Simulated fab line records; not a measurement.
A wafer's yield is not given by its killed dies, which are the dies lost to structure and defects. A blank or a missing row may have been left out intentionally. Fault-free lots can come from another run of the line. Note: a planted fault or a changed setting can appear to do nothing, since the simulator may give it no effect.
Check of tool commonality + flow nand harc + Sample size 11 lots and 33 wafers

WHAT PROMPTED THE OPENING
Flagged at NHARC_A_M0_OVL_MEAS_10: reading overlay x nm, on 2 of 11 lots. Fault-free wafers read 0.2 nm, with a standard deviation of 0.8.
Rule: flag the lot when none of its wafers has a number, or when each of its wafers that has one lies beyond 4 standard deviations from that mean. The rest of the lots are taken to be sound.

| lot  | measured     | on         | overlay x nm (nm), wafer by wafer | flag    |
|------|--------------|------------|-----------------------------------|---------|
| L262 | day 22 10:28 | overlay-01 | -0.3 0.0 -0.1                     |         |
| L265 | day 23 08:02 | overlay-01 | 0.2 -0.4 0.0                      |         |
| L264 | day 23 13:13 | overlay-01 | -0.4 0.3 0.7                      |         |
| L266 | day 24 01:18 | overlay-02 | 1.3 1.1 1.6                       |         |
| L272 | day 26 21:33 | overlay-02 | 0.1 0.4 0.8                       |         |
| L273 | day 27 00:16 | overlay-01 | 0.0 0.3 -0.4                      |         |
| L271 | day 27 00:53 | overlay-01 | 0.5 1.0 0.8                       |         |
| L270 | day 27 05:23 | overlay-01 | -0.2 0.1 -0.2                     |         |
| L278 | day 29 06:06 | overlay-02 | 8.1 7.9 7.6                       | FLAGGED |
| L280 | day 30 00:55 | overlay-01 | 7.9 8.2 7.9                       | FLAGGED |
| L284 | day 32 03:26 | overlay-02 | 1.4 1.0 1.3                       |         |
The numbers of the flagged lots are 7.9 nm on average: +7.7 nm against the usual, or +10 standard deviations.

LOT BY LOT: THE TOOL USED
The record holds 3 process steps before the reading, out of a route of 1302 steps. Read each cell as the tool, then ch plus the chambers that the sampled wafers visited, then the start.
| lot  | flag    | NHARC_A_BLC_STRIP_21               | NHARC_A_BLC_CVD_24                       | NHARC_A_M0_EXPOSE_06               |
|------|---------|------------------------------------|------------------------------------------|------------------------------------|
| L262 |         | rie diel-08 ch 1,2,3, day 22 07:49 | cvd w-02 ch 0,1, day 22 09:36 or earlier | arfi scanner-01 ch 0, day 22 10:14 |
| L265 |         | rie diel-08 ch 0,1, day 23 05:16   | cvd w-02 ch 0,1, day 23 07:02 or earlier | arfi scanner-02 ch 0, day 23 07:48 |
| L264 |         | rie diel-08 ch 0,2,3, day 23 10:26 | cvd w-02 ch 0,1, day 23 12:13 or earlier | arfi scanner-01 ch 0, day 23 12:59 |
| L266 |         | rie diel-13 ch 1,2,3, day 23 22:31 | cvd w-02 ch 0,1, day 24 00:19 or earlier | arfi scanner-02 ch 0, day 24 01:04 |
| L272 |         | rie diel-11 ch 1,2, day 26 18:44   | cvd w-02 ch 0,1, day 26 20:34 or earlier | arfi scanner-01 ch 0, day 26 21:20 |
| L273 |         | rie diel-11 ch 0,1, day 26 21:28   | cvd w-02 ch 0,1, day 26 23:16 or earlier | arfi scanner-02 ch 0, day 27 00:02 |
| L271 |         | rie diel-08 ch 0,1,3, day 26 22:06 | cvd w-01 ch 0,1, day 26 23:53 or earlier | arfi scanner-01 ch 0, day 27 00:39 |
| L270 |         | rie diel-11 ch 0,1,2, day 27 02:35 | cvd w-01 ch 0,1, day 27 04:24 or earlier | arfi scanner-03 ch 0, day 27 05:10 |
| L278 | FLAGGED | rie diel-11 ch 0,2,3, day 29 03:19 | cvd w-02 ch 0, day 29 05:07 or earlier   | arfi scanner-02 ch 0, day 29 05:52 |
| L280 | FLAGGED | rie diel-08 ch 1,2,3, day 29 22:17 | cvd w-02 ch 0,1, day 30 00:02 or earlier | arfi scanner-02 ch 0, day 30 00:41 |
| L284 |         | rie diel-08 ch 0,1,2, day 32 00:38 | cvd w-01 ch 1, day 32 02:27 or earlier   | arfi scanner-03 ch 0, day 32 03:13 |
What is done by these steps:
- NHARC_A_BLC_STRIP_21: strips in O2.
- NHARC_A_BLC_CVD_24: deposits W, target thk 150 nm, time 434 s.
- NHARC_A_M0_EXPOSE_06: exposes mask A M0, target cd 80 nm.
- NHARC_A_M0_OVL_MEAS_10: pitch 160 nm.

FLAGGED AGAINST TOTAL, ONE TOOL AT A TIME (gauges that did the reading follow at the end)
| step                   | tool            | lots run | flagged | share of the flagged lots | sound lots run after its first flagged lot |
|------------------------|-----------------|----------|---------|---------------------------|--------------------------------------------|
| NHARC_A_BLC_STRIP_21   | rie diel-08     | 6        | 1       | some                      | 1 (L284)                                   |
| NHARC_A_BLC_STRIP_21   | rie diel-11     | 4        | 1       | some                      | 0                                          |
| NHARC_A_BLC_STRIP_21   | rie diel-13     | 1        | 0       | none                      | -                                          |
| NHARC_A_BLC_CVD_24     | cvd w-01        | 3        | 0       | none                      | -                                          |
| NHARC_A_BLC_CVD_24     | cvd w-02        | 8        | 2       | all                       | 0                                          |
| NHARC_A_M0_EXPOSE_06   | arfi scanner-01 | 4        | 0       | none                      | -                                          |
| NHARC_A_M0_EXPOSE_06   | arfi scanner-02 | 5        | 2       | all                       | 0                                          |
| NHARC_A_M0_EXPOSE_06   | arfi scanner-03 | 2        | 0       | none                      | -                                          |
| NHARC_A_M0_OVL_MEAS_10 | overlay-01      | 7        | 1       | some                      | 0                                          |
| NHARC_A_M0_OVL_MEAS_10 | overlay-02      | 4        | 1       | some                      | 1 (L284)                                   |
Because NHARC_A_BLC_CVD_24 lacks a start for some lots, the hours and order of its lots are taken from NHARC_A_BLC_INSPECT_28.

WHAT IS ALLOWED BY THE TABLE
2 rows of the table ran every flagged lot: cvd w-02 at NHARC_A_BLC_CVD_24, arfi scanner-02 at NHARC_A_M0_EXPOSE_06.
- cvd w-02 at NHARC_A_BLC_CVD_24 ran 8 lots, 2 of them flagged. It ran its last sound lot, L273, at day 26 23:16 and its first flagged lot, L278, at day 29 05:07: a fault with its onset between the two fits.
- arfi scanner-02 at NHARC_A_M0_EXPOSE_06 ran 5 lots, 2 of them flagged. It ran its last sound lot, L273, at day 27 00:02 and its first flagged lot, L278, at day 29 05:52: a fault with its onset between the two fits.
Counting lots can't tell these 2 tools apart, because each fits a fault that began at some hour. More lots, or a look at what each step does to the wafer, might.

WHAT HAD BEEN PUT IN BY THE SIMULATOR
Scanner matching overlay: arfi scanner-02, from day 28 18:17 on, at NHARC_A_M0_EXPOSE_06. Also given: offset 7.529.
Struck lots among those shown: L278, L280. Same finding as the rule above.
